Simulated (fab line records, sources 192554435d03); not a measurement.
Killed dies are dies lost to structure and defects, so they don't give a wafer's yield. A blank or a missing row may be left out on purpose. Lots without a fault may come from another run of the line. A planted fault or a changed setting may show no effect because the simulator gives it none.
One fault seen from 3 desks | flow n5_finfet | each desk has only its own numbers; what lay behind them comes last

THE TOOL OWNER'S DESK: rie_si-05
The tool's own readings at N5_FIN_SAQP_MANDREL_ETCH_22 (etches a-Si in HBr/Cl2, stops on SiNx, target depth 60 nm, bt time 10 s, time 30 s): means of the sampled wafers that have a number, for each lot that ran on this tool. A lot is out of limits, marked OUT, if its mean lies more than 4 standard deviations from the usual mean; the brackets give that distance.
Columns: A = drypump_motor_current_A at N5_FIN_SAQP_MANDREL_ETCH_22, usual 5.7 A; B = oes_product_au at N5_FIN_SAQP_MANDREL_ETCH_22, usual 0.766 a.u.; C = throttle_valve_pct at N5_FIN_SAQP_MANDREL_ETCH_22, usual 35.4 %
lot  | first seen here | A   | B     | C
L422 | day 1 21:30     | 5.9 | 0.769 | 35.7
L423 | day 2 03:29     | 5.8 | 0.763 | 35.7
L430 | day 3 22:10     | 5.8 | 0.773 | 35.6
L432 | day 4 10:03     | 5.6 | 0.762 | 35.5
L433 | day 4 16:07     | 5.6 | 0.769 | 35.5
This desk's finding: nothing out of limits on any of the 5 lots.

THE METROLOGY DESK
What the gauges read, lot by lot, whatever tool the lot ran on: means of the sampled wafers that have a number. A lot is out of limits, marked OUT, if its mean lies more than 4 standard deviations from the usual mean; the brackets give that distance. Of its 11 readings 7 are shown: those that lie furthest out on some lot.
Columns: A = FIN_CORE_OVL at N5_FIN_SAQP_OVL_MEAS_17, usual 0.1 nm; B = DIBL_N at N5_BEOL_M4_RC_MEAS_101, usual 36.7 mV/V; C = DIBL_P at N5_BEOL_M4_RC_MEAS_101, usual 37.0 mV/V; D = IOFF_N at N5_BEOL_M4_RC_MEAS_101, usual 0.17 nA/um; E = ION_N at N5_BEOL_M4_RC_MEAS_101, usual 673 uA/um; F = ION_P at N5_BEOL_M4_RC_MEAS_101, usual 462 uA/um; G = SS_N at N5_BEOL_M4_RC_MEAS_101, usual 71.7 mV/dec
lot  | first seen here | A    | B    | C    | D    | E   | F   | G
L422 | day 1 21:10     | 0.3  | 37.3 | 38.8 | 0.18 | 679 | 460 | 71.6
L423 | day 2 03:08     | 0.1  | 38.2 | 38.5 | 0.20 | 671 | 459 | 71.8
L430 | day 3 21:50     | 0.7  | 37.9 | 38.1 | 0.17 | 671 | 454 | 71.8
L432 | day 4 09:43     | -0.8 | 35.4 | 35.8 | 0.12 | 654 | 452 | 71.2
L433 | day 4 15:35     | 0.8  | 37.5 | 37.3 | 0.17 | 695 | 474 | 72.1
L440 | day 6 09:53     | -0.1 | 36.8 | 34.0 | 0.16 | 675 | 462 | 72.0
L441 | day 6 15:17     | 0.1  | 38.9 | 38.1 | 0.20 | 678 | 461 | 72.0
L442 | day 6 21:47     | -1.1 | 34.8 | 33.7 | 0.14 | 675 | 460 | 71.0
L443 | day 7 03:44     | 0.3  | 38.2 | 36.8 | 0.17 | 680 | 468 | 71.5
L444 | day 7 09:41     | -0.4 | 37.0 | 37.9 | 0.17 | 677 | 465 | 71.9
This desk's finding: nothing out of limits on any of the 10 lots.

THE DEFECT DESK
What the inspections along the route counted, lot by lot: means of the sampled wafers that have a number. A lot is out of limits, marked OUT, if its mean lies more than 4 standard deviations from the usual mean; the brackets give that distance.
Columns: A = raw_defect_count at N5_FIN_SAQP_INSPECT_18, usual 419
lot  | first seen here | A
L422 | day 1 21:11     | 564
L423 | day 2 03:10     | 430
L430 | day 3 21:51     | 326
L432 | day 4 09:44     | 323
L433 | day 4 15:37     | 284
L440 | day 6 09:55     | 439
L441 | day 6 15:19     | 409
L442 | day 6 21:49     | 332
L443 | day 7 03:46     | 456
L444 | day 7 09:43     | 409
This desk's finding: nothing out of limits on any of the 10 lots.

PUT TOGETHER
The tool owner's desk saw nothing out of limits.
The metrology desk saw nothing out of limits.
The defect desk saw nothing out of limits.

WHAT THE SIMULATOR HAD PUT IN
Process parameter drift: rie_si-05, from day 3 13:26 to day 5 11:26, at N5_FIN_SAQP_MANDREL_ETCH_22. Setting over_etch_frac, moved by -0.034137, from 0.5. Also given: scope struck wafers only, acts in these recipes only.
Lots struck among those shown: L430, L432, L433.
